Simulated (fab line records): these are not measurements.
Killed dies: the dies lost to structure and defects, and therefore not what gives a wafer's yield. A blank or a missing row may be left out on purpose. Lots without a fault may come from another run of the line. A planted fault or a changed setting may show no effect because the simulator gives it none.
Matching of chambers || flow nand_harc || NHARC_A_STAIRCASE_DESCUM_219 on rie_diel-07: 4 sister chambers
The step chemistry O2, time 3 s. 27 wafers are shown with their chamber, then 12 later ones without.

WAFERS, EACH WITH ITS CHAMBER
{"wafer": "L075.1", "chamber": 3, "drypump_motor_current_A (A)": 5.0, "showerhead_plenum_p_Torr (Torr)": 1.89, "oes_product_au (a.u.)": 1.028}
{"wafer": "L075.3", "chamber": 1, "drypump_motor_current_A (A)": 6.1, "showerhead_plenum_p_Torr (Torr)": 1.88, "oes_product_au (a.u.)": 0.988}
{"wafer": "L075.5", "chamber": 3, "drypump_motor_current_A (A)": 5.0, "showerhead_plenum_p_Torr (Torr)": 1.89, "oes_product_au (a.u.)": 1.006}
{"wafer": "L078.1", "chamber": 1, "drypump_motor_current_A (A)": 6.1, "showerhead_plenum_p_Torr (Torr)": 1.88, "oes_product_au (a.u.)": 0.990}
{"wafer": "L078.2", "chamber": 2, "drypump_motor_current_A (A)": 5.4, "showerhead_plenum_p_Torr (Torr)": 2.03, "oes_product_au (a.u.)": 1.011}
{"wafer": "L078.5", "chamber": 3, "drypump_motor_current_A (A)": 5.0, "showerhead_plenum_p_Torr (Torr)": 1.89, "oes_product_au (a.u.)": 1.019}
{"wafer": "L077.1", "chamber": 3, "drypump_motor_current_A (A)": 5.0, "showerhead_plenum_p_Torr (Torr)": 1.89, "oes_product_au (a.u.)": 1.010}
{"wafer": "L077.2", "chamber": 1, "drypump_motor_current_A (A)": 6.1, "showerhead_plenum_p_Torr (Torr)": 1.88, "oes_product_au (a.u.)": 0.994}
{"wafer": "L077.5", "chamber": 0, "drypump_motor_current_A (A)": 6.2, "showerhead_plenum_p_Torr (Torr)": 1.86, "oes_product_au (a.u.)": 1.003}
{"wafer": "L079.1", "chamber": 0, "drypump_motor_current_A (A)": 6.3, "showerhead_plenum_p_Torr (Torr)": 1.86, "oes_product_au (a.u.)": 1.001}
{"wafer": "L079.3", "chamber": 3, "drypump_motor_current_A (A)": 5.0, "showerhead_plenum_p_Torr (Torr)": 1.89, "oes_product_au (a.u.)": 1.009}
{"wafer": "L079.5", "chamber": 0, "drypump_motor_current_A (A)": 6.3, "showerhead_plenum_p_Torr (Torr)": 1.86, "oes_product_au (a.u.)": 0.998}
{"wafer": "L083.1", "chamber": 1, "drypump_motor_current_A (A)": 6.1, "showerhead_plenum_p_Torr (Torr)": 1.87, "oes_product_au (a.u.)": 0.975}
{"wafer": "L083.3", "chamber": 2, "drypump_motor_current_A (A)": 5.4, "showerhead_plenum_p_Torr (Torr)": 2.02, "oes_product_au (a.u.)": 1.008}
{"wafer": "L083.6", "chamber": 2, "drypump_motor_current_A (A)": 5.4, "showerhead_plenum_p_Torr (Torr)": 2.02, "oes_product_au (a.u.)": 1.021}
{"wafer": "L082.1", "chamber": 3, "drypump_motor_current_A (A)": 5.0, "showerhead_plenum_p_Torr (Torr)": 1.88, "oes_product_au (a.u.)": 1.006}
{"wafer": "L082.2", "chamber": 2, "drypump_motor_current_A (A)": 5.4, "showerhead_plenum_p_Torr (Torr)": 2.02, "oes_product_au (a.u.)": 1.015}
{"wafer": "L082.4", "chamber": 0, "drypump_motor_current_A (A)": 6.3, "showerhead_plenum_p_Torr (Torr)": 1.85, "oes_product_au (a.u.)": 1.008}
{"wafer": "L081.2", "chamber": 0, "drypump_motor_current_A (A)": 6.3, "showerhead_plenum_p_Torr (Torr)": 1.85, "oes_product_au (a.u.)": 1.000}
{"wafer": "L081.4", "chamber": 2, "drypump_motor_current_A (A)": 5.4, "showerhead_plenum_p_Torr (Torr)": 2.02, "oes_product_au (a.u.)": 1.025}
{"wafer": "L081.5", "chamber": 1, "drypump_motor_current_A (A)": 6.1, "showerhead_plenum_p_Torr (Torr)": 1.87, "oes_product_au (a.u.)": 0.991}
{"wafer": "L086.1", "chamber": 3, "drypump_motor_current_A (A)": 5.0, "showerhead_plenum_p_Torr (Torr)": 1.88, "oes_product_au (a.u.)": 1.005}
{"wafer": "L086.2", "chamber": 0, "drypump_motor_current_A (A)": 6.3, "showerhead_plenum_p_Torr (Torr)": 1.85, "oes_product_au (a.u.)": 0.985}
{"wafer": "L086.5", "chamber": 2, "drypump_motor_current_A (A)": 5.5, "showerhead_plenum_p_Torr (Torr)": 2.02, "oes_product_au (a.u.)": 1.006}
{"wafer": "L088.2", "chamber": 1, "drypump_motor_current_A (A)": 6.1, "showerhead_plenum_p_Torr (Torr)": 1.87, "oes_product_au (a.u.)": 0.999}
{"wafer": "L088.3", "chamber": 0, "drypump_motor_current_A (A)": 6.3, "showerhead_plenum_p_Torr (Torr)": 1.85, "oes_product_au (a.u.)": 0.988}
{"wafer": "L088.6", "chamber": 1, "drypump_motor_current_A (A)": 6.1, "showerhead_plenum_p_Torr (Torr)": 1.87, "oes_product_au (a.u.)": 1.007}

SIGNATURES (means of the wafers above)
{"reading": "drypump_motor_current_A", "chamber 0": 6.286, "chamber 1": 6.100, "chamber 2": 5.417, "chamber 3": 5.000, "scatter within a chamber": 0.0271}
{"reading": "showerhead_plenum_p_Torr", "chamber 0": 1.8543, "chamber 1": 1.8743, "chamber 2": 2.0217, "chamber 3": 1.8871, "scatter within a chamber": 0.00497}
{"reading": "oes_product_au", "chamber 0": 0.99757, "chamber 1": 0.99200, "chamber 2": 1.01433, "chamber 3": 1.01186, "scatter within a chamber": 0.00863}
Rule: distance of a wafer from a chamber = root of the sum over the readings of ((wafer's reading minus chamber's mean) / reading's scatter) squared. The wafer belongs to the nearest chamber; if the next one is less than 2 further off, it can't be placed. The scatter is the square root of a quotient: the sum, over the shown wafers, of each reading's squared deviation from its chamber's mean, divided by wafers minus chambers.

WAFERS WITH NO CHAMBER GIVEN
{"wafer": "L089.2", "drypump_motor_current_A (A)": 5.0, "showerhead_plenum_p_Torr (Torr)": 1.88, "oes_product_au (a.u.)": 1.011}
{"wafer": "L089.4", "drypump_motor_current_A (A)": 5.4, "showerhead_plenum_p_Torr (Torr)": 2.02, "oes_product_au (a.u.)": 1.006}
{"wafer": "L089.6", "drypump_motor_current_A (A)": 5.0, "showerhead_plenum_p_Torr (Torr)": 1.88, "oes_product_au (a.u.)": 1.010}
{"wafer": "L092.1", "drypump_motor_current_A (A)": 6.1, "showerhead_plenum_p_Torr (Torr)": 1.86, "oes_product_au (a.u.)": 0.995}
{"wafer": "L092.2", "drypump_motor_current_A (A)": 5.4, "showerhead_plenum_p_Torr (Torr)": 2.02, "oes_product_au (a.u.)": 1.010}
{"wafer": "L092.4", "drypump_motor_current_A (A)": 5.0, "showerhead_plenum_p_Torr (Torr)": 1.88, "oes_product_au (a.u.)": 1.012}
{"wafer": "L091.3", "drypump_motor_current_A (A)": 5.0, "showerhead_plenum_p_Torr (Torr)": 1.88, "oes_product_au (a.u.)": 0.998}
{"wafer": "L091.5", "drypump_motor_current_A (A)": 5.4, "showerhead_plenum_p_Torr (Torr)": 2.01, "oes_product_au (a.u.)": 1.014}
{"wafer": "L091.6", "drypump_motor_current_A (A)": 5.0, "showerhead_plenum_p_Torr (Torr)": 1.88, "oes_product_au (a.u.)": 1.010}
{"wafer": "L096.1", "drypump_motor_current_A (A)": 6.3, "showerhead_plenum_p_Torr (Torr)": 1.84, "oes_product_au (a.u.)": 0.990}
{"wafer": "L096.2", "drypump_motor_current_A (A)": 5.4, "showerhead_plenum_p_Torr (Torr)": 2.01, "oes_product_au (a.u.)": 1.013}
{"wafer": "L096.5", "drypump_motor_current_A (A)": 5.0, "showerhead_plenum_p_Torr (Torr)": 1.87, "oes_product_au (a.u.)": 1.014}

WHICH CHAMBER EACH ONE RAN IN
{"wafer": "L089.2", "from the rows above": 3, "in truth": 3}
{"wafer": "L089.4", "from the rows above": 2, "in truth": 2}
{"wafer": "L089.6", "from the rows above": 3, "in truth": 3}
{"wafer": "L092.1", "from the rows above": 1, "in truth": 1}
{"wafer": "L092.2", "from the rows above": 2, "in truth": 2}
{"wafer": "L092.4", "from the rows above": 3, "in truth": 3}
{"wafer": "L091.3", "from the rows above": 3, "in truth": 3}
{"wafer": "L091.5", "from the rows above": 2, "in truth": 2}
{"wafer": "L091.6", "from the rows above": 3, "in truth": 3}
{"wafer": "L096.1", "from the rows above": 0, "in truth": 0}
{"wafer": "L096.2", "from the rows above": 2, "in truth": 2}
{"wafer": "L096.5", "from the rows above": 3, "in truth": 3}
12 of 12 placed correctly. Not placeable from these rows: 0. Placed wrongly: 0.
